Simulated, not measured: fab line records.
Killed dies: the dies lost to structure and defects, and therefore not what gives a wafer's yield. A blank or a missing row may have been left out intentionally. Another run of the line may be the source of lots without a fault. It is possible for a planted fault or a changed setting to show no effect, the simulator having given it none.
2 desks, one fault / flow n5 finfet / numbers are kept per desk, each desk with only its own; the story behind them comes last

== FOR THE TOOL OWNER'S DESK: cmp-03 ==
The tool's own readings at N5_DUMMY_GATE_CMP_04 (polishes a-Si): means of the sampled wafers that have a number, for each lot that ran on this tool. If a lot's mean is further than 4 standard deviations from the usual mean, the lot is out of limits and carries the mark OUT (the distance appears in the brackets).
Columns: A = motor current A at N5_DUMMY_GATE_CMP_04, usual 10.0 A; B = time to endpoint s at N5_DUMMY_GATE_CMP_04, usual 11.9 s
lot=L604; first seen here=day 5 04:38; A=9.9; B=16.1
lot=L609; first seen here=day 6 05:46; A=10.2; B=12.3
lot=L612; first seen here=day 6 22:31; A=10.3; B=14.3
lot=L613; first seen here=day 7 04:49; A=10.6; B=13.3
lot=L614; first seen here=day 7 10:34; A=10.2; B=17.6
This desk's verdict: no lot among the 5 shows anything out of limits.

== THE METROLOGY DESK ==
What the gauges read for every lot (on any tool): the sampled wafers with a number, averaged. If a lot's mean is further than 4 standard deviations from the usual mean, the lot is out of limits and carries the mark OUT (the distance appears in the brackets). Shown are 7 of the 13 readings it has, namely the first that went out of limits plus those furthest out on some lot.
Columns: A = cd nm at N5_FIN_SAQP_CD_MEAS_31, usual 8.16 nm; B = thk nm at N5_DUMMY_GATE_THK_MEAS_05, usual 71.2 nm; C = SDB_THK at N5_SDB_THK_MEAS_31, usual 63.5 nm; D = IOFF_P at N5_BEOL_M4_RC_MEAS_101, usual 0.23 nA/um; E = SS_N at N5_BEOL_M4_RC_MEAS_101, usual 71.9 mV/dec; F = VT_N at N5_BEOL_M4_RC_MEAS_101, usual 248 mV; G = VT_P at N5_BEOL_M4_RC_MEAS_101, usual -249 mV
lot=L596; first seen here=day 2 07:38; A=8.27; B=71.7; C=63.9; D=0.22; E=71.9; F=245; G=-249
lot=L598; first seen here=day 2 19:05; A=8.20; B=69.3; C=61.6; D=0.21; E=71.3; F=248; G=-252
lot=L604; first seen here=day 4 09:43; A=8.24; B=72.2; C=64.4; D=0.24; E=72.1; F=249; G=-248
lot=L607; first seen here=day 5 07:34; A=8.33; B=71.5; C=63.7; D=0.22; E=72.1; F=246; G=-251
lot=L609; first seen here=day 5 13:42; A=7.86; B=70.8; C=63.0; D=0.26; E=71.7; F=246; G=-246
lot=L612; first seen here=day 6 07:37; A=8.24; B=79.9 (+7.3) OUT; C=72.1 (+7.2) OUT; D=0.24; E=71.9; F=250; G=-249
lot=L613; first seen here=day 6 13:40; A=8.45; B=83.4 (+10) OUT; C=75.7 (+10) OUT; D=0.23; E=71.3; F=248; G=-248
lot=L614; first seen here=day 6 19:19; A=8.15; B=98.2 (+22) OUT; C=90.4 (+22) OUT; D=0.21; E=70.7; F=250; G=-250
lot=L615; first seen here=day 7 02:38; A=8.18; B=71.4; C=63.6; D=0.18; E=71.6; F=251; G=-254
This desk finds L612, L613, L614 out of limits, L612 being first, at day 6 22:42 (thk nm at N5_DUMMY_GATE_THK_MEAS_05). Within limits: L596, L598, L604, L607, L609, L615.

== ALL TOGETHER ==
On L612, L613, L614, the metrology desk was in a position to raise an alarm at day 6 22:42.
The tool owner's desk saw nothing out of limits.
The tool owner's desk has L612, L613, L614 on record, within its limits.
On cmp-03, each named lot ran N5_DUMMY_GATE_CMP_04.

== WHAT HAD BEEN PUT IN BY THE SIMULATOR ==
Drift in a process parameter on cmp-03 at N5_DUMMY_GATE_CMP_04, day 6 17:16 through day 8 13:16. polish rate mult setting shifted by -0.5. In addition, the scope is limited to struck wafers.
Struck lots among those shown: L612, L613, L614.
Delay in hours, fault start to first out-of-limits reading, per desk: metrology desk 5.
